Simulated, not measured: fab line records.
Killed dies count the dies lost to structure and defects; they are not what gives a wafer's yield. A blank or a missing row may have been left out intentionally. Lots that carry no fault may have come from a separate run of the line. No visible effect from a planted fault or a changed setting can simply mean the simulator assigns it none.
What tool caused it? + flow n5Finfet + 10 lots with 26 wafers sampled at 5 steps, on a route of 1938 steps

== WHAT THE GAUGES READ, wafer by wafer ==
N5_BEOL_M4_RC_MEAS_101.
| lot  | measured     | on        | DIBL_N (mV/V)  |
|------|--------------|-----------|----------------|
| L905 | day 8 04:13  | prober-01 | 32.7 35.3      |
| L906 | day 9 01:31  | prober-01 | 37.0 38.2 39.1 |
| L911 | day 10 06:52 | prober-01 | 34.8 36.5      |
| L920 | day 12 12:45 | prober-02 | 34.3 33.1 35.6 |
| L924 | day 13 12:34 | prober-02 | 34.3 34.5      |
| L925 | day 13 18:03 | prober-01 | 36.7 35.5      |
| L926 | day 13 21:29 | prober-02 | 36.5 35.6 36.0 |

== TOOL THAT RAN EACH LOT (tool first, then ch and the chambers of the sampled wafers, then the start) ==
| lot  | N5_MOL_CONTACT_COAG_ETCH_66       | N5_BEOL_M0_SAQP_HM_DEP_02   | N5_BEOL_M0_SAQP_PECVD_03       | N5_BEOL_M0_SAQP_PECVD_97       |
|------|-----------------------------------|-----------------------------|--------------------------------|--------------------------------|
| L905 | rieDiel-03 ch 0,3, day 5 16:25    | pvdSputter-01, day 6 00:44  | pecvd-03 ch 0,1, day 6 00:52   | pecvd-03 ch 0,1, day 6 00:56   |
| L906 | rieDiel-06 ch 0,1,2, day 6 02:44  | pvdSputter-02, day 6 09:59  | pecvd-04 ch 0,1,2, day 6 10:07 | pecvd-04 ch 0,1,2, day 6 10:11 |
| L911 | rieDiel-03 ch 0,1, day 7 01:07    | pvdSputter-03, day 7 08:11  | pecvd-04 ch 0,1, day 7 08:19   | pecvd-04 ch 0,1, day 7 08:23   |
| L915 | rieDiel-03 ch 1,2,3, day 8 04:16  | pvdSputter-02, day 8 13:11  | pecvd-04 ch 0,1,2, day 8 13:18 | pecvd-04 ch 0,1,2, day 8 13:23 |
| L916 | rieDiel-03 ch 1,2,3, day 8 11:28  | pvdSputter-02, day 8 18:00  | pecvd-01 ch 0,1,2, day 8 18:07 | pecvd-01 ch 0,1,2, day 8 18:12 |
| L917 | rieDiel-02 ch 0,3, day 8 22:13    | pvdSputter-02, day 9 03:50  | pecvd-01 ch 0,1, day 9 03:57   | pecvd-01 ch 0,1, day 9 04:01   |
| L920 | rieDiel-03 ch 0,2, day 9 12:45    | pvdSputter-02, day 9 19:57  | pecvd-01 ch 1,2, day 9 20:04   | pecvd-01 ch 1,2, day 9 20:09   |
| L924 | rieDiel-02 ch 0,3, day 10 11:14   | pvdSputter-02, day 10 18:29 | pecvd-01 ch 0,1, day 10 18:38  | pecvd-01 ch 0,1, day 10 18:43  |
| L925 | rieDiel-03 ch 0,1, day 10 15:02   | pvdSputter-01, day 10 21:59 | pecvd-01 ch 0,2, day 10 22:07  | pecvd-01 ch 0,2, day 10 22:12  |
| L926 | rieDiel-06 ch 0,1,3, day 10 23:34 | pvdSputter-01, day 11 05:21 | pecvd-01 ch 0,1, day 11 05:28  | pecvd-01 ch 0,1, day 11 05:32  |
- N5_MOL_CONTACT_COAG_ETCH_66: etches SiARC in CF4, target depth 13 nm, time 21.7 s.
- N5_BEOL_M0_SAQP_HM_DEP_02: deposits TiN, target thk 12 nm.
- N5_BEOL_M0_SAQP_PECVD_03: deposits SiCN from 3MS/NH3, target thk 12 nm, time 21.1 s.
- N5_BEOL_M0_SAQP_PECVD_97: deposits SiNx from SiH4/NH3/N2, target thk 23 nm, time 19.9 s.

== THE ANSWER, worked out from the rows above alone ==
Rule: usual is defined by the lots themselves. The widest of any qualifying gaps counts: lots, ordered by their means at a reading, are off when they make up no more than a third of the lots, leave a main group of 4 or more, and stand apart from it by 3 or more times the standard deviation of that group's means. If all means in a main group match to the digits the tables above print for the reading, that group is not used. Also off: a lot with no number at a reading for which 4 or more lots have one. The other lots that the step has rows for count as sound.
None of the lots is off at any reading shown; this tells nothing.

== WHAT THE SIMULATOR PUT IN ==
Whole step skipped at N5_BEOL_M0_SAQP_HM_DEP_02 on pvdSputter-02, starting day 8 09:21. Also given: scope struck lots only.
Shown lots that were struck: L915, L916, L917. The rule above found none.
